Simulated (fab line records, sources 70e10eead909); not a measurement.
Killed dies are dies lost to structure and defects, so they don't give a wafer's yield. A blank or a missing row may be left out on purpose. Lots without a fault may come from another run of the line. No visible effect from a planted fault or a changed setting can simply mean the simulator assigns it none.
Chamber matching    flow nandHarc    NHARC_A_M1_DESCUM_14 on rieDiel-01 has 4 sister chambers
The step chemistry O2, time 3 s. 20 wafers are shown with their chamber, then 10 later ones without.

== WAFERS WITH THEIR CHAMBER ==
wafer   chamber  drypumpMotorCurrentA (A)  rfVppV (V)  throttleValvePct (%)
L075.3  2        5.5                       59.2        11.314
L075.4  0        5.3                       58.6        11.313
L075.5  3        5.3                       58.6        11.313
L077.1  3        5.2                       57.9        11.317
L077.2  2        5.6                       59.2        11.312
L077.4  1        6.5                       57.0        11.324
L080.1  2        5.6                       58.2        11.320
L080.4  0        5.3                       56.7        11.304
L080.5  2        5.6                       58.4        11.313
L084.1  3        5.3                       57.2        11.333
L084.5  2        5.6                       56.9        11.288
L084.6  3        5.3                       56.6        11.309
L087.2  2        5.6                       57.8        11.304
L087.4  3        5.3                       56.9        11.308
L087.6  2        5.5                       58.9        11.312
L091.1  2        5.5                       58.9        11.308
L091.4  0        5.3                       55.7        11.306
L091.6  1        6.6                       57.5        11.308
L091.2  1        6.6                       58.2        11.321
L091.3  3        5.2                       56.8        11.304

SIGNATURES (averages over the wafers above)
reading               chamber 0  chamber 1  chamber 2  chamber 3  scatter within a chamber
drypumpMotorCurrentA  5.300      6.567      5.562      5.267      0.0492
rfVppV                57.000     57.567     58.438     57.333     0.882
throttleValvePct      11.30767   11.31767   11.30888   11.31400   0.00925
Rule: a wafer's distance from a chamber is the root of the sum, over the readings, of the square of ((its reading less the chamber's mean) divided by the reading's scatter). The wafer belongs to the nearest chamber; if the next one is less than 2 further off, it can't be placed. How the scatter is found: for the shown wafers, subtract from each reading the mean of its chamber, square and add these, divide the total by (wafers less chambers), then take the root.

== WAFERS WHOSE CHAMBER IS MISSING ==
wafer   drypumpMotorCurrentA (A)  rfVppV (V)  throttleValvePct (%)
L091.5  5.3                       56.6        11.299
L090.1  5.3                       56.7        11.314
L090.2  5.3                       58.7        11.305
L090.6  5.3                       57.2        11.300
L094.1  6.5                       56.0        11.305
L094.3  5.3                       56.9        11.318
L094.4  5.3                       57.2        11.312
L093.4  5.6                       58.0        11.315
L093.5  5.3                       56.8        11.314
L093.6  5.3                       58.1        11.293

== EACH ONE'S CHAMBER ==
wafer   from the rows above      in truth
L091.5  can't be placed: 0 or 3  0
L090.1  can't be placed: 0 or 3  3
L090.2  can't be placed: 0 or 3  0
L090.6  can't be placed: 0 or 3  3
L094.1  1                        1
L094.3  can't be placed: 3 or 0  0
L094.4  can't be placed: 0 or 3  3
L093.4  2                        2
L093.5  can't be placed: 0 or 3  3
L093.6  can't be placed: 0 or 3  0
Correctly placed: 2 of 10. Unplaceable from these rows: 8, with the true chamber sitting among the candidates in 8. Number placed wrongly: 0.
